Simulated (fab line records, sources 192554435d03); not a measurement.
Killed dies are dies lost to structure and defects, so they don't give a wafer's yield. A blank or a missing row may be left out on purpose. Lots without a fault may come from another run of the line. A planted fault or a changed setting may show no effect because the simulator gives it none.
fab line records | flow n5_finfet | part 1 of 2: steps 1 to 20 of 30
record lots=5 wafers=15 last_day=16
route steps=1938 shown MOL_CONTACT_COAG@533
lots that met no fault: from a run of the same line without faults
start_h: hours from the record's first day to the start of the lot's first wafer shown | wait_h: hours since the lot's step before | " the same as in the row above | L1.1+2: a row that stands for several wafers | - no value, or no start given | * or withheld: withheld | < > ~ a bound
route shown NAME@n: a module of which the file shows steps, and the number in the route of the first | usual: mean/standard deviation of fault-free wafers | same: alike in all rows | chamber/n: place in a boat | sites: the reading at each site | _std_site: their standard deviation | _edge_site: outer sites' mean less inner sites' | radius_mm: how far each site lies from the wafer's centre | mask NAME#n: copy n | behind: the tool/chamber that last shaped the wafer | hold: why the lot was held/for how many hours/how that ended | device: the transistor (n, p or np) that didn't switch | end of line: the same wafers' tests at the end of the route | a step without rows: its recipe alone | killed: dies lost to structure and defects at the first sort, not the wafer's yield | map: a wafer's dies, x killed, . not, _ none there
set.NAME: the setting as run; set.NAME@STEP: as run at that earlier step | model.NAME: the simulator's own value behind a step, which no gauge read
lots at some steps of the route; a table a step, a row a wafer
services: from which hour (start_h, from the record's first day; less than 0 if before it) a tool's chamber was out of use, for how many hours, and why
## steps
# step N5_MOL_CONTACT_COAG_STRIP_107
# recipe chemistry=N2/H2 temp_c=40 n2_flow_sccm=200 h2_flow_sccm=200 rf_frequency_hz=6e+07
# columns lot.wafer tool chamber start_h wait_h
L077.2+3+6 rie_diel-02 2,1,3 107.36 0.0
L082.1+3+6 rie_diel-01 3,1,2 136.74 0.0
L084.2+3+4 rie_diel-01 1,3,2 151.41 0.0
L085.1+5+6 rie_diel-04 0,0,3 159.54 0.0
L092.1+3+6 rie_diel-02 1,0,1 198.82 0.0
# step N5_MOL_CONTACT_COAG_STRIP_108
# recipe chemistry=N2/H2 temp_c=40 n2_flow_sccm=200 h2_flow_sccm=200 rf_frequency_hz=6e+07
# columns lot.wafer tool chamber start_h wait_h
L077.2+3+6 rie_diel-02 2,1,3 107.37 0.0
L082.1+3+6 rie_diel-01 3,1,2 136.75 0.0
L084.2+3+4 rie_diel-01 1,3,2 151.42 0.0
L085.1+5+6 rie_diel-04 0,0,3 159.55 0.0
L092.1+3+6 rie_diel-02 1,0,1 198.83 0.0
# step N5_MOL_CONTACT_COAG_CONTACT_ETCH_14
# recipe chemistry=C4F6/O2 target=SiO2 target_depth_a=275 overetch_a=85 mask_material=SOC pressure_mtorr=30 source_w=370 bias_w=185 Ar_flow_sccm=300 C4F6_flow_sccm=16 O2_flow_sccm=10 time_s=20 ion_energy_ev=259.6
# usual drypump_motor_current_A=5.9/0.45 oes_ar_750_au=0.79/0.075 oes_product_au=0.67/0.063 rf_vpp_V=693.1/2.4 showerhead_plenum_p_Torr=2.91/0.073 throttle_valve_pct=21.38/0.23
# columns lot.wafer tool chamber start_h wait_h drypump_motor_current_A oes_ar_750_au oes_product_au rf_hours_counter_h rf_vpp_V showerhead_plenum_p_Torr throttle_valve_pct
L077.2 rie_diel-02 2 107.38 0.0 6.6 0.77 0.65 151 696.3 3.02 21.78
L077.3 " 1 " " 5.8 0.80 0.67 133 692.6 2.90 21.48
L077.6 " 3 " " 5.2 0.72 0.62 - 692.7 2.89 21.19
L082.1 rie_diel-01 3 136.76 0.0 6.7 0.71 0.61 215 696.6 2.97 21.58
L082.3 " 1 " " 6.2 0.86 0.73 57 694.9 2.92 21.39
L082.6 " 2 " " 5.6 0.78 0.68 - 689.4 2.77 21.24
L084.2 rie_diel-01 1 151.43 0.0 6.2 0.86 0.73 62 693.5 2.92 21.38
L084.3 " 3 " " 6.7 0.71 0.61 220 694.9 2.97 21.58
L084.4 " 2 " " 5.6 0.78 0.68 96 690.6 2.77 21.25
L085.1 rie_diel-04 0 159.56 0.0 5.3 0.73 0.60 199 693.5 2.87 21.34
L085.5 " 0 " " 5.3 0.73 0.61 - 691.0 2.87 21.33
L085.6 " 3 " " 5.6 0.69 0.59 - 694.7 2.96 21.69
L092.1 rie_diel-02 1 198.84 0.0 5.8 0.78 0.65 157 692.7 2.89 21.52
L092.3 " 0 " " 6.2 0.89 0.76 27 693.4 2.96 21.33
L092.6 " 1 " " 5.8 0.78 0.66 - 692.0 2.89 21.52
# step N5_MOL_CONTACT_COAG_STRIP_109
# recipe chemistry=C4F6/O2 resist=SiARC rf_frequency_hz=6e+07
# columns lot.wafer tool chamber start_h wait_h
L077.2+3+6 rie_diel-02 2,1,3 107.40 0.0
L082.1+3+6 rie_diel-01 3,1,2 136.78 0.0
L084.2+3+4 rie_diel-01 1,3,2 151.45 0.0
L085.1+5+6 rie_diel-04 0,0,3 159.58 0.0
L092.1+3+6 rie_diel-02 1,0,1 198.87 0.0
# step N5_MOL_CONTACT_COAG_ETCH_15
# recipe chemistry=CH3F/O2 target=SiNx target_depth_a=70 mask_material=SOC stop_on=Si:P over_etch_frac=0.75 ion_energy_ev=120 pressure_mtorr=30 source_w=395 bias_w=73 Ar_flow_sccm=150 CH3F_flow_sccm=30 O2_flow_sccm=20
# usual drypump_motor_current_A=5.9/0.46 oes_ar_750_au=0.79/0.075 oes_product_au=0.57/0.055 rf_vpp_V=296/4.7 showerhead_plenum_p_Torr=2.02/0.053 throttle_valve_pct=16.42/0.22
# columns lot.wafer tool chamber start_h wait_h drypump_motor_current_A oes_ar_750_au oes_product_au rf_hours_counter_h rf_vpp_V showerhead_plenum_p_Torr throttle_valve_pct
L077.2 rie_diel-02 2 107.41 0.0 6.6 0.77 0.56 151 295 2.11 16.77
L077.3 " 1 " " 5.8 0.80 0.57 133 293 2.02 16.51
L077.6 " 3 " " 5.2 0.73 0.53 - 296 2.01 16.28
L082.1 rie_diel-01 3 136.79 0.0 6.7 0.71 0.52 215 302 2.07 16.67
L082.3 " 1 " " 6.2 0.87 0.63 57 303 2.03 16.41
L082.6 " 2 " " 5.6 0.78 0.58 - 297 1.92 16.32
L084.2 rie_diel-01 1 151.46 0.0 6.1 0.86 0.63 62 303 2.03 16.40
L084.3 " 3 " " 6.6 0.71 0.52 220 303 2.07 16.67
L084.4 " 2 " " 5.6 0.78 0.58 96 298 1.92 16.33
L085.1 rie_diel-04 0 159.59 0.0 5.3 0.73 0.52 199 288 1.99 16.38
L085.5 " 0 " " 5.3 0.73 0.52 - 290 1.99 16.39
L085.6 " 3 " " 5.6 0.69 0.50 - 304 2.06 16.80
L092.1 rie_diel-02 1 198.88 0.0 5.8 0.79 0.56 157 292 2.01 16.55
L092.3 " 0 " " 6.1 0.88 0.66 27 296 2.06 16.31
L092.6 " 1 " " 5.8 0.78 0.56 - 292 2.01 16.55
# step N5_MOL_CONTACT_COAG_ETCH_110
# recipe chemistry=CF4/O2 target=Si target_depth_a=25 time_s=8 pressure_mtorr=100 source_w=200 bias_w=12 ion_energy_ev=60 Ar_flow_sccm=100 cf4_flow_sccm=100 O2_flow_sccm=10
# usual drypump_motor_current_A=5.9/0.46 oes_ar_750_au=0.79/0.075 oes_product_au=0.78/0.078 rf_vpp_V=126.8/2.3 showerhead_plenum_p_Torr=2.24/0.055 throttle_valve_pct=10.80/0.22
# columns lot.wafer tool chamber start_h wait_h drypump_motor_current_A oes_ar_750_au oes_product_au rf_hours_counter_h rf_vpp_V showerhead_plenum_p_Torr throttle_valve_pct
L077.2 rie_diel-02 2 107.47 0.0 6.6 0.78 0.77 151 124.5 2.32 11.09
L077.3 " 1 " " 5.8 0.80 0.79 133 126.9 2.23 10.85
L077.6 " 3 " " 5.2 0.72 0.71 - 126.6 2.24 10.78
L082.1 rie_diel-01 3 136.85 0.0 6.6 0.72 0.71 215 130.8 2.29 11.13
L082.3 " 1 " " 6.2 0.85 0.87 57 130.4 2.26 10.71
L082.6 " 2 " " 5.6 0.78 0.79 - 126.2 2.14 10.66
L084.2 rie_diel-01 1 151.52 0.0 6.2 0.85 0.86 62 130.5 2.26 10.74
L084.3 " 3 " " 6.7 0.71 0.71 220 128.5 2.29 11.14
L084.4 " 2 " " 5.6 0.78 0.78 96 128.9 2.14 10.69
L085.1 rie_diel-04 0 159.65 0.0 5.3 0.73 0.72 199 123.8 2.21 10.84
L085.5 " 0 " " 5.3 0.73 0.71 - 121.7 2.21 10.83
L085.6 " 3 " " 5.6 0.69 0.70 - 129.7 2.29 11.32
L092.1 rie_diel-02 1 198.94 0.0 5.8 0.79 0.77 157 123.8 2.22 10.90
L092.3 " 0 " " 6.2 0.90 0.88 27 124.5 2.28 10.58
L092.6 " 1 " " 5.8 0.79 0.78 - 124.9 2.22 10.93
# step N5_MOL_CONTACT_COAG_STRIP_98
# recipe chemistry=N2/H2 power_w=500 temp_c=40 pressure_mtorr=50 rf_frequency_hz=6e+07 overash_fraction=0.3 bias_power_w=8 h2_frac=0.5 n2_flow_sccm=300 h2_flow_sccm=300
# usual drypump_motor_current_A=5.9/0.46 oes_product_au=0.78/0.077 rf_vpp_V=54.5/1.5 showerhead_plenum_p_Torr=3.37/0.072 throttle_valve_pct=18.9/0.31
# same overash_fraction=0.3
# columns lot.wafer tool chamber start_h wait_h drypump_motor_current_A oes_product_au rf_hours_counter_h rf_vpp_V showerhead_plenum_p_Torr throttle_valve_pct
L077.2 rie_diel-02 2 107.52 0.0 6.6 0.77 151 54.9 3.49 19.3
L077.3 " 1 " " 5.9 0.78 133 53.5 3.34 18.6
L077.6 " 3 " " 5.2 0.74 - 53.8 3.34 18.5
L082.1 rie_diel-01 3 136.90 0.0 6.8 0.71 215 56.2 3.44 18.7
L082.3 " 1 " " 6.2 0.88 57 55.4 3.42 19.1
L082.6 " 2 " " 5.6 0.79 - 54.8 3.26 19.3
L084.2 rie_diel-01 1 151.57 0.0 6.2 0.87 62 52.8 3.42 19.1
L084.3 " 3 " " 6.7 0.71 220 53.1 3.44 18.8
L084.4 " 2 " " 5.6 0.78 96 57.1 3.26 19.3
L085.1 rie_diel-04 0 159.70 0.0 5.3 0.71 199 53.7 3.34 18.7
L085.5 " 0 " " 5.3 0.71 - 54.8 3.34 18.7
L085.6 " 3 " " 5.6 0.69 - 54.1 3.42 18.6
L092.1 rie_diel-02 1 198.99 0.0 5.9 0.77 157 52.3 3.33 18.6
L092.3 " 0 " " 6.2 0.90 27 55.3 3.43 18.5
L092.6 " 1 " " 5.9 0.76 - 53.5 3.33 18.6
# step N5_MOL_CONTACT_COAG_CD_MEAS_99
# recipe target_cd_nm=17.2 polarity=opening
# usual cd_nm=17.1/0.31
# columns lot.wafer tool chamber start_h wait_h cd_nm
L077.2 cd_sem-01 - 107.59 - 16.8
L077.3 " - " " 17.2
L077.6 " - " " 16.4
L082.1 cd_sem-01 - 136.97 - 17.0
L082.3 " - " " 17.6
L082.6 " - " " 17.1
L084.2 cd_sem-02 - 151.64 - 17.1
L084.3 " - " " 16.9
L084.4 " - " " 17.4
L085.1 cd_sem-01 - 159.77 - 17.1
L085.5 " - " " 16.7
L085.6 " - " " 16.8
L092.1 cd_sem-02 - 199.06 - 16.7
L092.3 " - " " 17.0
L092.6 " - " " 17.5
# step N5_MOL_CONTACT_COAG_IMPLANT_129
# recipe species=Ge energy_kev=3 dose_cm2=6e+14 tilt_deg=0 rotation_deg=0
# columns lot.wafer tool chamber start_h wait_h
L077.2+3+6 implanter-02 0 107.65 0.1
L082.1+3+6 implanter-01 0 137.00 0.0
L084.2+3+4 implanter-01 0 151.70 0.1
L085.1+5+6 implanter-02 0 159.81 0.0
L092.1+3+6 implanter-01 0 199.09 0.0
# step N5_MOL_CONTACT_COAG_PRECLEAN_111
# recipe chemistry=NF3:NH3 afs_cycles=1 temp_c=30 time_s=20 sublimation_temp_c=180 sublimation_time_s=60 pressure_torr=3 rf_power_w=30
# same afs_cycles=1
# columns lot.wafer tool chamber start_h wait_h
L077.2+3+6 remote_plasma-02 1 107.92 0.2
L082.1+3+6 remote_plasma-02 0 137.24 0.2
L084.2+3+4 remote_plasma-02 1 151.92 0.2
L085.1+5+6 remote_plasma-02 0 160.02 0.2
L092.1+3+6 remote_plasma-02 0 199.39 0.3
# step N5_MOL_CONTACT_COAG_TI_SIL_19
# recipe material=Ti target_thk_a=42 temp_c=200 chamber_pressure_pa=5 power_w=5000 time_s=15
# usual substrate_temp_c=199.99/0.16 throttle_valve_pct=30.0/1
# columns lot.wafer tool chamber start_h wait_h substrate_temp_c throttle_valve_pct
L077.2 pvd_sputter-03 - 108.16 0.2 199.73 28.5
L077.3 " - " " 200.11 30.6
L077.6 " - " " 200.08 28.4
L082.1 pvd_sputter-01 - 137.52 0.2 200.27 29.5
L082.3 " - " " 200.39 31.9
L082.6 " - " " 199.99 29.8
L084.2 pvd_sputter-02 - 152.11 0.2 200.04 29.6
L084.3 " - " " 200.12 29.1
L084.4 " - " " 200.07 30.4
L085.1 pvd_sputter-03 - 160.42 0.4 199.97 28.2
L085.5 " - " " 200.12 28.3
L085.6 " - " " 200.06 31.2
L092.1 pvd_sputter-01 - 199.82 0.4 200.01 31.8
L092.3 " - " " 200.06 30.6
L092.6 " - " " 199.87 30.5
# step N5_MOL_CONTACT_COAG_ALD_20
# recipe material=TiN target_thk_a=15 temp_c=400 ald_precursor_family=TiCl4 ald_co_reactant=NH3 pulse_time_s=1 purge_time_s=3 co_reactant_purge_time_s=2 co_reactant_pulse_time_s=2 ald_cycles=68 pressure_torr=3
# usual heater_power_w=972/97 precursor_pulse_height_rel=1.002/0.017
# columns lot.wafer tool chamber start_h wait_h heater_power_w precursor_pulse_height_rel
L077.2 ald_metal-01 2 108.28 0.1 945 1.000
L077.3 " 3 " " 906 1.038
L077.6 " 2 " " 921 0.993
L082.1 ald_metal-02 2 137.64 0.1 1024 0.963
L082.3 " 0 " " 819 1.003
L082.6 " 2 " " 1047 0.990
L084.2 ald_metal-01 0 152.23 0.1 911 1.014
L084.3 " 1 " " 958 0.991
L084.4 " 3 " " 911 0.998
L085.1 ald_metal-02 3 160.54 0.1 1038 0.978
L085.5 " 3 " " 1048 1.015
L085.6 " 2 " " 1043 1.010
L092.1 ald_metal-01 2 199.94 0.1 936 0.986
L092.3 " 0 " " 901 0.986
L092.6 " 1 " " 968 1.007
# step N5_MOL_CONTACT_COAG_SIL_ANNEAL_21
# recipe temp_c=550 time_s=60 ambient=N2
# usual lamp_power_pct=5.8/0.3 lamp_zone_2_pct=5.8/0.3 lamp_zone_5_pct=5.8/0.3 lamp_zone_7_pct=6.1/0.32 wafer_temp_C_max=552.2/0.72
# columns lot.wafer tool chamber start_h wait_h lamp_power_pct lamp_zone_2_pct lamp_zone_5_pct lamp_zone_7_pct wafer_temp_C_max
L077.2 rtp_anneal-02 0 108.68 0.2 5.5 5.5 5.5 5.7 551.3
L077.3 " 0 " " 5.5 5.5 5.5 5.7 550.9
L077.6 " 0 " " 5.5 5.5 5.5 5.7 551.9
L082.1 rtp_anneal-02 0 138.03 0.2 5.5 5.5 5.5 5.7 551.4
L082.3 " 0 " " 5.5 5.5 5.5 5.7 551.7
L082.6 " 0 " " 5.5 5.5 5.5 5.7 551.3
L084.2 rtp_anneal-02 0 152.64 0.2 5.5 5.5 5.5 5.7 551.1
L084.3 " 0 " " 5.5 5.5 5.5 5.7 551.4
L084.4 " 0 " " 5.5 5.5 5.5 5.7 551.3
L085.1 rtp_anneal-02 0 160.91 0.2 5.5 5.5 5.5 5.7 551.8
L085.5 " 0 " " 5.5 5.5 5.5 5.7 552.2
L085.6 " 0 " " 5.5 5.5 5.5 5.7 551.6
L092.1 rtp_anneal-01 0 200.37 0.3 6.1 6.1 6.1 6.4 552.9
L092.3 " 0 " " 6.1 6.1 6.1 6.4 553.4
L092.6 " 0 " " 6.1 6.1 6.1 6.4 552.5
# step N5_MOL_CONTACT_COAG_PRE_CLEAN_141
# recipe gas=H2/He time_s=60 temp_c=300
# usual heater_power_w=450/50
# columns lot.wafer tool chamber start_h wait_h heater_power_w
L077.2 pvd_sputter-02 - 111.76 3.0 415
L077.3 " - " " 580
L077.6 " - " " 441
L082.1 pvd_sputter-02 - 138.31 0.2 436
L082.3 " - " " 583
L082.6 " - " " 569
L084.2 pvd_sputter-02 - 153.67 1.0 577
L084.3 " - " " 413
L084.4 " - " " 420
L085.1 pvd_sputter-03 - 161.80 0.9 415
L085.5 " - " " 462
L085.6 " - " " 387
L092.1 pvd_sputter-01 - 201.28 0.9 434
L092.3 " - " " 441
L092.6 " - " " 440
# step N5_MOL_CONTACT_COAG_SPUTTER_143
# recipe material=Co target_thk_a=25 temp_c=25 chamber_pressure_pa=0.2
# usual substrate_temp_c=25.00/0.11 throttle_valve_pct=30.0/0.97
# columns lot.wafer tool chamber start_h wait_h substrate_temp_c throttle_valve_pct
L077.2 pvd_sputter-02 - 111.82 0.0 25.05 29.2
L077.3 " - " " 25.11 29.5
L077.6 " - " " 24.87 30.4
L082.1 pvd_sputter-02 - 138.37 0.0 24.93 30.3
L082.3 " - " " 25.02 29.4
L082.6 " - " " 25.04 29.4
L084.2 pvd_sputter-02 - 153.73 0.0 25.18 29.4
L084.3 " - " " 25.07 29.0
L084.4 " - " " 25.02 28.9
L085.1 pvd_sputter-03 - 161.86 0.0 25.04 30.7
L085.5 " - " " 24.89 31.0
L085.6 " - " " 25.10 28.3
L092.1 pvd_sputter-01 - 201.34 0.0 24.96 29.8
L092.3 " - " " 25.01 31.7
L092.6 " - " " 24.90 31.9
# step N5_MOL_CONTACT_COAG_CO_FILL_22
# recipe material=Co target_thk_a=200 temp_c=200 precursor=CCTBA/H2 pressure_torr=30
# usual heater_power_w=254/14
# columns lot.wafer tool chamber start_h wait_h heater_power_w
L077.2 cvd_co-02 2 111.94 0.1 256
L077.3 " 0 " " 239
L077.6 " 2 " " 259
L082.1 cvd_co-01 1 138.49 0.1 270
L082.3 " 2 " " 234
L082.6 " 2 " " 243
L084.2 cvd_co-01 1 153.85 0.1 269
L084.3 " 0 " " 262
L084.4 " 0 " " 270
L085.1 cvd_co-02 0 161.98 0.1 243
L085.5 " 2 " " 252
L085.6 " 1 " " 245
L092.1 cvd_co-01 1 201.46 0.1 271
L092.3 " 0 " " 259
L092.6 " 2 " " 239
# step N5_MOL_CONTACT_COAG_ANNEAL_113
# recipe temp_c=400 time_s=300 ambient=H2/N2
# usual anneal_temp_c=399.98/0.22 lamp_power_pct=2.51/0.13 lamp_zone_2_pct=2.51/0.13 lamp_zone_5_pct=2.51/0.13 lamp_zone_7_pct=2.64/0.13 wafer_temp_C_max=401.8/0.63
# columns lot.wafer tool chamber start_h wait_h anneal_temp_c lamp_power_pct lamp_zone_2_pct lamp_zone_5_pct lamp_zone_7_pct wafer_temp_C_max
L077.2 rtp_anneal-01 0 112.71 0.5 399.75 2.61 2.61 2.61 2.74 402.4
L077.3 " 0 " " 400.37 2.61 2.61 2.61 2.74 402.4
L077.6 " 0 " " 400.11 2.61 2.61 2.61 2.74 402.3
L082.1 rtp_anneal-02 0 139.17 0.4 400.04 2.35 2.35 2.35 2.47 401.4
L082.3 " 0 " " 400.19 2.35 2.35 2.35 2.47 401.8
L082.6 " 0 " " 399.77 2.35 2.35 2.35 2.47 401.2
L084.2 rtp_anneal-02 0 154.69 0.6 399.89 2.35 2.35 2.35 2.47 400.9
L084.3 " 0 " " 399.82 2.35 2.35 2.34 2.47 401.3
L084.4 " 0 " " 399.95 2.35 2.35 2.35 2.46 400.8
L085.1 rtp_anneal-01 0 162.59 0.3 399.92 2.61 2.61 2.61 2.74 403.0
L085.5 " 0 " " 399.88 2.61 2.61 2.61 2.75 402.8
L085.6 " 0 " " 399.95 2.61 2.61 2.61 2.75 401.9
L092.1 rtp_anneal-01 0 202.07 0.3 399.75 2.61 2.61 2.61 2.75 403.0
L092.3 " 0 " " 399.66 2.61 2.61 2.61 2.74 401.6
L092.6 " 0 " " 400.09 2.61 2.61 2.62 2.75 401.5
# step N5_MOL_CONTACT_COAG_PRE_CLEAN_142
# recipe gas=H2/He time_s=60 temp_c=300
# usual heater_power_w=446/46
# columns lot.wafer tool chamber start_h wait_h heater_power_w
L077.2 pvd_sputter-01 - 113.60 0.7 443
L077.3 " - " " 423
L077.6 " - " " 434
L082.1 pvd_sputter-01 - 141.37 2.0 516
L082.3 " - " " 439
L082.6 " - " " 415
L084.2 pvd_sputter-03 - 157.22 2.4 447
L084.3 " - " " 382
L084.4 " - " " 428
L085.1 pvd_sputter-01 - 164.84 2.1 429
L085.5 " - " " 419
L085.6 " - " " 445
L092.1 pvd_sputter-03 - 205.10 2.9 473
L092.3 " - " " 389
L092.6 " - " " 466
# step N5_MOL_CONTACT_COAG_SPUTTER_130
# recipe material=Co target_thk_a=475 temp_c=25 chamber_pressure_pa=0.5 power_w=3000
# usual substrate_temp_c=25.01/0.11 throttle_valve_pct=29.9/0.96
# columns lot.wafer tool chamber start_h wait_h substrate_temp_c throttle_valve_pct
L077.2 pvd_sputter-01 - 113.66 0.0 25.07 31.5
L077.3 " - " " 24.95 29.7
L077.6 " - " " 25.00 31.8
L082.1 pvd_sputter-01 - 141.43 0.0 25.05 30.6
L082.3 " - " " 25.04 31.7
L082.6 " - " " 25.02 29.4
L084.2 pvd_sputter-03 - 157.28 0.0 24.97 29.3
L084.3 " - " " 25.13 28.7
L084.4 " - " " 24.92 30.7
L085.1 pvd_sputter-01 - 164.90 0.0 25.06 31.7
L085.5 " - " " 25.03 29.5
L085.6 " - " " 25.00 31.7
L092.1 pvd_sputter-03 - 205.16 0.0 25.09 30.7
L092.3 " - " " 25.08 28.7
L092.6 " - " " 24.99 30.9
# step N5_MOL_CONTACT_COAG_PRECLEAN_125
# recipe chemistry=DIW time_s=57.5 temp_c=23
# columns lot.wafer tool chamber start_h wait_h
L077.2+3+6 wet_bench-03 3,4,2 113.79 0.1
L082.1+3+6 wet_bench-03 3,4,5 141.56 0.1
L084.2+3+4 wet_bench-06 3,7,5 157.41 0.1
L085.1+5+6 wet_bench-06 4,1,5 165.03 0.1
L092.1+3+6 wet_bench-06 3,5,6 205.29 0.1
